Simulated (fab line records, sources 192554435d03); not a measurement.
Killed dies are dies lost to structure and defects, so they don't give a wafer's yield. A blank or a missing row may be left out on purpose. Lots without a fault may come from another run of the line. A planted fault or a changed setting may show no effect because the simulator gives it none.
Chamber matching | flow n5_finfet | N5_BEOL_M5_ETCH_62 on rie_diel-03: 4 sister chambers
The step etches SOC in N2/H2, target depth 75 nm, overetch 15 nm, time 112.5 s. 4 wafers are shown with their chamber, then 10 later ones without.

WAFERS WITH THEIR CHAMBER
wafer  | chamber | showerhead_plenum_p_Torr (Torr)
L084.3 | 2       | 2.54
L089.5 | 0       | 2.44
L092.1 | 3       | 2.59
L092.4 | 1       | 2.64

WAFERS WITHOUT THEIR CHAMBER
wafer  | showerhead_plenum_p_Torr (Torr)
L092.6 | 2.59
L093.3 | 2.43
L093.4 | 2.58
L093.6 | 2.43
L095.1 | 2.43
L095.2 | 2.58
L095.4 | 2.64
L094.1 | 2.64
L094.2 | 2.53
L094.6 | 2.64

WHICH CHAMBER EACH WENT THROUGH
wafer  | from the rows above | in truth
L092.6 | 3                   | 3
L093.3 | 0                   | 0
L093.4 | 3                   | 3
L093.6 | 0                   | 0
L095.1 | 0                   | 0
L095.2 | 3                   | 3
L095.4 | 1                   | 1
L094.1 | 1                   | 1
L094.2 | 2                   | 2
L094.6 | 1                   | 1
Placed correctly: 10 of 10. Can't be placed from these rows: 0. Placed wrongly: 0.
How it was worked out, from the rows above alone: a wafer's distance from a chamber is the root of the sum, over the readings, of the square of ((its reading less the chamber's mean) divided by the reading's scatter). The wafer belongs to the nearest chamber; if the next one is less than 2 further off, it can't be placed. A chamber's mean is the mean of its shown wafers. The scatter: with one shown wafer a chamber, the root of the mean of the squares of how far each hidden wafer lies from its nearest shown one.
